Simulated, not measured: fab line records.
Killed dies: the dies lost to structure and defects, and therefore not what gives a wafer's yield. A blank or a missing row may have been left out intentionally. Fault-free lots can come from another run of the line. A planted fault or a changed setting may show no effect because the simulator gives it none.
Matching of chambers / flow nandHarc / 4 sister chambers for NHARC_A_CHANNEL_FILL_D1_STRIP_28 on rieDiel-10
The step strips in O2, time 20 s. 18 wafers are shown with their chamber, then 8 later ones without.

WAFERS WITH THEIR CHAMBER
wafer=L076.1; chamber=2; showerheadPlenumPTorr (Torr)=3.42; oesProductAu (a.u.)=0.991; throttleValvePct (%)=17.040
wafer=L076.3; chamber=3; showerheadPlenumPTorr (Torr)=3.69; oesProductAu (a.u.)=0.993; throttleValvePct (%)=17.044
wafer=L076.4; chamber=0; showerheadPlenumPTorr (Torr)=3.63; oesProductAu (a.u.)=0.992; throttleValvePct (%)=17.036
wafer=L078.2; chamber=2; showerheadPlenumPTorr (Torr)=3.42; oesProductAu (a.u.)=0.997; throttleValvePct (%)=17.053
wafer=L078.4; chamber=0; showerheadPlenumPTorr (Torr)=3.63; oesProductAu (a.u.)=1.011; throttleValvePct (%)=17.028
wafer=L078.6; chamber=2; showerheadPlenumPTorr (Torr)=3.42; oesProductAu (a.u.)=0.994; throttleValvePct (%)=17.052
wafer=L084.1; chamber=0; showerheadPlenumPTorr (Torr)=3.63; oesProductAu (a.u.)=1.002; throttleValvePct (%)=17.034
wafer=L084.3; chamber=2; showerheadPlenumPTorr (Torr)=3.41; oesProductAu (a.u.)=1.001; throttleValvePct (%)=17.029
wafer=L084.5; chamber=2; showerheadPlenumPTorr (Torr)=3.41; oesProductAu (a.u.)=1.003; throttleValvePct (%)=17.045
wafer=L085.2; chamber=3; showerheadPlenumPTorr (Torr)=3.68; oesProductAu (a.u.)=0.993; throttleValvePct (%)=17.036
wafer=L085.3; chamber=0; showerheadPlenumPTorr (Torr)=3.63; oesProductAu (a.u.)=1.023; throttleValvePct (%)=17.047
wafer=L089.3; chamber=1; showerheadPlenumPTorr (Torr)=3.49; oesProductAu (a.u.)=1.007; throttleValvePct (%)=17.050
wafer=L089.5; chamber=2; showerheadPlenumPTorr (Torr)=3.41; oesProductAu (a.u.)=1.010; throttleValvePct (%)=17.040
wafer=L089.6; chamber=1; showerheadPlenumPTorr (Torr)=3.49; oesProductAu (a.u.)=1.001; throttleValvePct (%)=17.042
wafer=L088.1; chamber=2; showerheadPlenumPTorr (Torr)=3.41; oesProductAu (a.u.)=1.002; throttleValvePct (%)=17.031
wafer=L088.3; chamber=3; showerheadPlenumPTorr (Torr)=3.68; oesProductAu (a.u.)=0.985; throttleValvePct (%)=17.022
wafer=L088.5; chamber=2; showerheadPlenumPTorr (Torr)=3.41; oesProductAu (a.u.)=1.004; throttleValvePct (%)=17.050
wafer=L092.4; chamber=2; showerheadPlenumPTorr (Torr)=3.41; oesProductAu (a.u.)=0.999; throttleValvePct (%)=17.039

SIGNATURES (means of the wafers above)
reading=showerheadPlenumPTorr; chamber 0=3.6300; chamber 1=3.4900; chamber 2=3.4133; chamber 3=3.6833; scatter within a chamber=0.00436
reading=oesProductAu; chamber 0=1.00700; chamber 1=1.00400; chamber 2=1.00011; chamber 3=0.99033; scatter within a chamber=0.00774
reading=throttleValvePct; chamber 0=17.03625; chamber 1=17.04600; chamber 2=17.04211; chamber 3=17.03400; scatter within a chamber=0.00874
Rule: distance of a wafer from a chamber = root of the sum over the readings of ((wafer's reading minus chamber's mean) / reading's scatter) squared. If the next closest chamber is less than 2 further off than the closest, the wafer can't be placed; otherwise it belongs to the closest. The scatter is the square root of a quotient: the sum, over the shown wafers, of each reading's squared deviation from its chamber's mean, divided by wafers minus chambers.

WAFERS WITHOUT THEIR CHAMBER
wafer=L092.5; showerheadPlenumPTorr (Torr)=3.49; oesProductAu (a.u.)=1.003; throttleValvePct (%)=17.041
wafer=L092.6; showerheadPlenumPTorr (Torr)=3.62; oesProductAu (a.u.)=1.027; throttleValvePct (%)=17.046
wafer=L093.1; showerheadPlenumPTorr (Torr)=3.68; oesProductAu (a.u.)=1.005; throttleValvePct (%)=17.038
wafer=L093.4; showerheadPlenumPTorr (Torr)=3.41; oesProductAu (a.u.)=1.007; throttleValvePct (%)=17.032
wafer=L093.5; showerheadPlenumPTorr (Torr)=3.41; oesProductAu (a.u.)=1.004; throttleValvePct (%)=17.042
wafer=L096.1; showerheadPlenumPTorr (Torr)=3.62; oesProductAu (a.u.)=1.022; throttleValvePct (%)=17.021
wafer=L096.4; showerheadPlenumPTorr (Torr)=3.41; oesProductAu (a.u.)=1.001; throttleValvePct (%)=17.051
wafer=L096.6; showerheadPlenumPTorr (Torr)=3.62; oesProductAu (a.u.)=1.027; throttleValvePct (%)=17.036

WHICH CHAMBER EACH WENT THROUGH
wafer=L092.5; from the rows above=1; in truth=1
wafer=L092.6; from the rows above=0; in truth=0
wafer=L093.1; from the rows above=3; in truth=3
wafer=L093.4; from the rows above=2; in truth=2
wafer=L093.5; from the rows above=2; in truth=2
wafer=L096.1; from the rows above=0; in truth=0
wafer=L096.4; from the rows above=2; in truth=2
wafer=L096.6; from the rows above=0; in truth=0
Placed correctly: 8 of 8. From these rows, 0 cannot be placed. Wrongly placed: 0.
